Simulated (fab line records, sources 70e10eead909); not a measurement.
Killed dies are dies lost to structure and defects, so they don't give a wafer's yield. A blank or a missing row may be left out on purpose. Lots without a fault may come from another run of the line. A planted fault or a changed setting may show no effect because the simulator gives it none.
Chamber matching | flow nand_harc | NHARC_A_STAIRCASE_STRIP_476 on rie_diel-08: 4 sister chambers
The step strips in O2, time 20 s. 4 wafers are shown with their chamber, then 8 later ones without.

WAFERS WITH THEIR CHAMBER
wafer  | chamber | drypump_motor_current_A (A)
L080.3 | 3       | 6.1
L080.5 | 1       | 5.2
L080.6 | 0       | 5.6
L095.1 | 2       | 5.6

WAFERS WITHOUT THEIR CHAMBER
wafer  | drypump_motor_current_A (A)
L095.4 | 6.0
L095.6 | 5.6
L096.1 | 5.7
L096.4 | 6.0
L096.6 | 5.6
L097.1 | 5.6
L097.4 | 5.2
L097.6 | 5.6

WHICH CHAMBER EACH WENT THROUGH
wafer  | from the rows above     | in truth
L095.4 | 3                       | 3
L095.6 | can't be placed: 0 or 2 | 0
L096.1 | can't be placed: 0 or 2 | 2
L096.4 | 3                       | 3
L096.6 | can't be placed: 0 or 2 | 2
L097.1 | can't be placed: 0 or 2 | 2
L097.4 | 1                       | 1
L097.6 | can't be placed: 0 or 2 | 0
Placed correctly: 3 of 8. Can't be placed from these rows: 5 (the true chamber is among the candidates in 5). Placed wrongly: 0.
How it was worked out, from the rows above alone: a wafer's distance from a chamber is the root of the sum, over the readings, of the square of ((its reading less the chamber's mean) divided by the reading's scatter). The wafer belongs to the nearest chamber; if the next one is less than 2 further off, it can't be placed. A chamber's mean is the mean of its shown wafers. The scatter: with one shown wafer a chamber, the root of the mean of the squares of how far each hidden wafer lies from its nearest shown one.
